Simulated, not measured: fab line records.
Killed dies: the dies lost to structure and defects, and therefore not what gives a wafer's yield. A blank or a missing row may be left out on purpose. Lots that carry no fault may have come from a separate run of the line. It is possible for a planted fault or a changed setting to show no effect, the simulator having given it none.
Split-lot study / flow n5Finfet / on a route of 1938 steps: 7 lots, 21 wafers read

ON THE SPLIT
At N5_FIN_SAQP_HM_DEP_72 (deposits SiO2 from SiH4/N2O, target thk 12 nm, time 7.2 s), the setting timeS was moved away from the recipe's 7.2 s on 10 of the 21 wafers read, by -14.6% to +12.9%. For the rest of the wafers, this setting stayed at what the recipe calls for.

FROM THE SPLIT TO THE READING: what the file shows between them, 7 steps
- N5_FIN_SAQP_COAT_49: time 60 s, resist thk 100 nm (also split here: spinRpm)
- N5_FIN_SAQP_COAT_50: time 60 s, resist thk 35 nm
- N5_FIN_SAQP_COAT_10: resist thk 90 nm
- N5_FIN_SAQP_DESCUM_21: chemistry O2, time 7.9 s
- N5_FIN_SAQP_ETCH_51: etches SiARC in CF4, target depth 45.5 nm, time 75.8 s
- N5_FIN_SAQP_ETCH_52: etches SOC in N2/H2, target depth 100 nm, overetch 20 nm, time 150 s
- N5_FIN_SAQP_STRIP_53: strips in N2/H2

THE READING
etch.depthNm (the simulator's own value, which no gauge read), in nm, at N5_FIN_SAQP_HM_OPEN_73 (chemistry CHF3/O2, target SiO2, stops on a-Si, target depth 12 nm, time 16.8 s). No usual value for it is given in the file. Across the 11 wafers here that went through the recipe, the average is 11.99 nm and the standard deviation 0.14 nm.

wafer=L077.3; tool, chamber at the split=pecvd-04, 0; timeS as run, s=7.2; against the recipe=recipe; etch.depthNm, nm=12.06; against lot-mates on the recipe=-
wafer=L077.4; tool, chamber at the split=pecvd-04, 2; timeS as run, s=6.149; against the recipe=-14.6%; etch.depthNm, nm=10.39; against lot-mates on the recipe=-1.67
wafer=L077.5; tool, chamber at the split=pecvd-04, 0; timeS as run, s=6.149; against the recipe=-14.6%; etch.depthNm, nm=10.44; against lot-mates on the recipe=-1.62
wafer=L079.3; tool, chamber at the split=pecvd-02, 0; timeS as run, s=7.2; against the recipe=recipe; etch.depthNm, nm=12.02; against lot-mates on the recipe=-
wafer=L079.4; tool, chamber at the split=pecvd-02, 2; timeS as run, s=7.2; against the recipe=recipe; etch.depthNm, nm=11.9; against lot-mates on the recipe=-
wafer=L079.6; tool, chamber at the split=pecvd-02, 1; timeS as run, s=7.2; against the recipe=recipe; etch.depthNm, nm=12.2; against lot-mates on the recipe=-
wafer=L080.2; tool, chamber at the split=pecvd-01, 2; timeS as run, s=7.2; against the recipe=recipe; etch.depthNm, nm=11.76; against lot-mates on the recipe=-
wafer=L080.3; tool, chamber at the split=pecvd-01, 1; timeS as run, s=7.2; against the recipe=recipe; etch.depthNm, nm=11.87; against lot-mates on the recipe=-
wafer=L080.6; tool, chamber at the split=pecvd-01, 1; timeS as run, s=8.132; against the recipe=+12.9%; etch.depthNm, nm=13.46; against lot-mates on the recipe=+1.65
wafer=L083.2; tool, chamber at the split=pecvd-04, 2; timeS as run, s=7.2; against the recipe=recipe; etch.depthNm, nm=12.16; against lot-mates on the recipe=-
wafer=L083.3; tool, chamber at the split=pecvd-04, 2; timeS as run, s=7.688; against the recipe=+6.8%; etch.depthNm, nm=13.05; against lot-mates on the recipe=+0.89
wafer=L083.6; tool, chamber at the split=pecvd-04, 1; timeS as run, s=7.688; against the recipe=+6.8%; etch.depthNm, nm=12.91; against lot-mates on the recipe=+0.75
wafer=L087.3; tool, chamber at the split=pecvd-01, 1; timeS as run, s=6.363; against the recipe=-11.6%; etch.depthNm, nm=10.54; against lot-mates on the recipe=-1.44
wafer=L087.4; tool, chamber at the split=pecvd-01, 0; timeS as run, s=7.2; against the recipe=recipe; etch.depthNm, nm=11.98; against lot-mates on the recipe=-
wafer=L087.5; tool, chamber at the split=pecvd-01, 2; timeS as run, s=6.363; against the recipe=-11.6%; etch.depthNm, nm=10.66; against lot-mates on the recipe=-1.32
wafer=L090.2; tool, chamber at the split=pecvd-02, 1; timeS as run, s=6.608; against the recipe=-8.2%; etch.depthNm, nm=10.94; against lot-mates on the recipe=-1.20
wafer=L090.4; tool, chamber at the split=pecvd-02, 2; timeS as run, s=6.608; against the recipe=-8.2%; etch.depthNm, nm=11.07; against lot-mates on the recipe=-1.07
wafer=L090.6; tool, chamber at the split=pecvd-02, 0; timeS as run, s=7.2; against the recipe=recipe; etch.depthNm, nm=12.14; against lot-mates on the recipe=-
wafer=L094.2; tool, chamber at the split=pecvd-04, 2; timeS as run, s=6.456; against the recipe=-10.3%; etch.depthNm, nm=10.59; against lot-mates on the recipe=-1.30
wafer=L094.4; tool, chamber at the split=pecvd-04, 2; timeS as run, s=7.2; against the recipe=recipe; etch.depthNm, nm=11.96; against lot-mates on the recipe=-
wafer=L094.6; tool, chamber at the split=pecvd-04, 1; timeS as run, s=7.2; against the recipe=recipe; etch.depthNm, nm=11.82; against lot-mates on the recipe=-

FIT RESULTS
A straight line over all 21 wafers: etch.depthNm changes by +0.119 nm for each +1% of timeS; r = +0.99; the points scatter about the line by 0.14 nm.
The same after taking each lot's own level away (the mean of its wafers on the recipe; 21 wafers): +0.121 nm for each +1%; r = +0.99; scatter 0.094 nm.
On that fit, the largest move of timeS shifts the reading by 1.8 nm.
Measured against the standard deviation above, the lots' own levels, which go from 11.815 to 12.160 nm, span 2.5 times it.
The two slopes agree, so the slope changes little with the lot-to-lot level.
Check: for one of the wafers moved furthest among these (-14.6%), held out of the fit, the line's prediction against its lot-mates is -1.78 nm. It came out at -1.67 nm against them.

THESE WAFERS: OTHER SPLITS
These wafers also went through other splits before the reading. Each is held against what the fit with the lots' levels taken away leaves over:
other split on the same wafers=N5_WELL_APT_EXPOSE_05 doseMj; wafers away from the commonest value=6; r with etch.depthNm (lot level and that fit taken away)=+0.28
other split on the same wafers=N5_WELL_APT_DEVELOP_07 developTimeS; wafers away from the commonest value=9; r with etch.depthNm (lot level and that fit taken away)=-0.27
other split on the same wafers=N5_PMOS_HMC_CHANNEL_EPI_EXPOSE_06 doseMj; wafers away from the commonest value=7; r with etch.depthNm (lot level and that fit taken away)=+0.45
other split on the same wafers=N5_PMOS_HMC_CHANNEL_EPI_PEB_07 pebTempC; wafers away from the commonest value=6; r with etch.depthNm (lot level and that fit taken away)=+0.08
other split on the same wafers=N5_FIN_SAQP_COAT_49 spinRpm; wafers away from the commonest value=9; r with etch.depthNm (lot level and that fit taken away)=-0.25

THE WHOLE CHAIN: every reading that the file lists as answering this split, in the file's order
step=N5_FIN_SAQP_HM_DEP_72; what it does=deposits SiO2 from SiH4/N2O, target thk 12 nm, time 7.2 s; reading=SiO2_of_FIN_SAQP_HM_DEP_72.thkNm (the simulator's own value, which no gauge read); change (the file's fit)=+0.122 nm for each +1% of the setting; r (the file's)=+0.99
step=N5_FIN_SAQP_HM_OPEN_73; what it does=chemistry CHF3/O2, target SiO2, stops on a-Si, target depth 12 nm, time 16.8 s; reading=etch.depthNm (the simulator's own value, which no gauge read); change (the file's fit)=+0.122 nm for each +1% of the setting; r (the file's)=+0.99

THE FILE'S OWN FIT
etch.depthNm changes by +0.122 nm for each +1% of timeS, r = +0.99.
